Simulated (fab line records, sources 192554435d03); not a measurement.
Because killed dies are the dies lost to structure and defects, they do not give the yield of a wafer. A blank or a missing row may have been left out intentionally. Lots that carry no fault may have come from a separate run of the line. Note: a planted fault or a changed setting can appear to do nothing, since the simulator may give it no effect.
One fault through the eyes of 3 desks / flow n5Finfet / each desk holds nothing but its own numbers, with what lay behind them at the end

== THE DEFECT DESK ==
Per lot, the means of the sampled wafers with a number show what the inspections along the route counted. The brackets show how far a lot's mean lies from the usual mean; more than 4 standard deviations puts the lot out of limits, marked OUT.
Columns: A = rawDefectCount at N5_PMOS_HMC_CHANNEL_EPI_INSPECT_30, usual 19; B = rawDefectCount at N5_FIN_SAQP_INSPECT_18, usual 431
lot=L309; first seen here=day 1 20:55; A=20; B=513
lot=L310; first seen here=day 2 02:20; A=21; B=341
lot=L314; first seen here=day 3 02:41; A=20; B=374
lot=L325; first seen here=day 5 21:35; A=23; B=473
lot=L330; first seen here=day 7 02:47; A=13; B=410
This desk found nothing out of limits on any of the 5 lots.

== AT THE METROLOGY DESK ==
Means of the sampled wafers that have a number, per lot and without regard to the tool the lot ran on: this is what the gauges read. The brackets show how far a lot's mean lies from the usual mean; more than 4 standard deviations puts the lot out of limits, marked OUT.
Columns: A = thkNm at N5_FIN_SAQP_THK_MEAS_05, usual 37.8 nm; B = thkNm at N5_FIN_SAQP_THK_MEAS_07, usual 60.0 nm; C = cdNm at N5_FIN_SAQP_CD_MEAS_16, usual 35.8 nm; D = FIN_CORE_OVL at N5_FIN_SAQP_OVL_MEAS_17, usual -0.3 nm; E = cdNm at N5_FIN_SAQP_CD_MEAS_27, usual 20.32 nm
lot=L309; first seen here=day 1 21:37; A=37.6; B=59.4; C=35.7; D=-0.6; E=20.31
lot=L310; first seen here=day 2 03:05; A=37.3; B=60.2; C=35.5; D=-0.5; E=20.27
lot=L314; first seen here=day 3 03:40; A=38.2; B=60.7; C=36.1; D=-0.2; E=20.20
lot=L325; first seen here=day 5 22:15; A=38.1; B=60.6; C=35.4; D=0.4; E=20.48
lot=L330; first seen here=day 7 03:37; A=37.4; B=59.3; C=35.8; D=0.6; E=20.47
This desk found nothing out of limits on any of the 5 lots.

== FOR THE TOOL OWNER'S DESK: pecvd-03 ==
The tool's own readings at N5_FIN_SAQP_PECVD_48 (deposits SiNx from SiH4/NH3/N2, target thk 25 nm, time 22.1 s): means of the sampled wafers that have a number, for each lot that ran on this tool. The brackets show how far a lot's mean lies from the usual mean; more than 4 standard deviations puts the lot out of limits, marked OUT.
Columns: A = chamberPressureTorr at N5_FIN_SAQP_PECVD_48, usual 1.500 Torr; B = heaterPowerW at N5_FIN_SAQP_PECVD_48, usual 751 W; C = rfFwdPowerW at N5_FIN_SAQP_PECVD_48, usual 297.0 W; D = showerheadPlenumPTorr at N5_FIN_SAQP_PECVD_48, usual 5.14 Torr; E = throttleValvePct at N5_FIN_SAQP_PECVD_48, usual 39.2 %
lot=L314; first seen here=day 3 03:46; A=1.502; B=738; C=297.6; D=5.14; E=39.4
lot=L325; first seen here=day 5 22:20; A=1.501; B=759; C=297.0; D=5.16; E=40.2
This desk found nothing out of limits on any of the 2 lots.

== ALL TOGETHER ==
No out-of-limits result turned up at the defect desk.
The metrology desk saw nothing out of limits.
The tool owner's desk saw nothing out of limits.

== WHAT HAD BEEN PUT IN BY THE SIMULATOR ==
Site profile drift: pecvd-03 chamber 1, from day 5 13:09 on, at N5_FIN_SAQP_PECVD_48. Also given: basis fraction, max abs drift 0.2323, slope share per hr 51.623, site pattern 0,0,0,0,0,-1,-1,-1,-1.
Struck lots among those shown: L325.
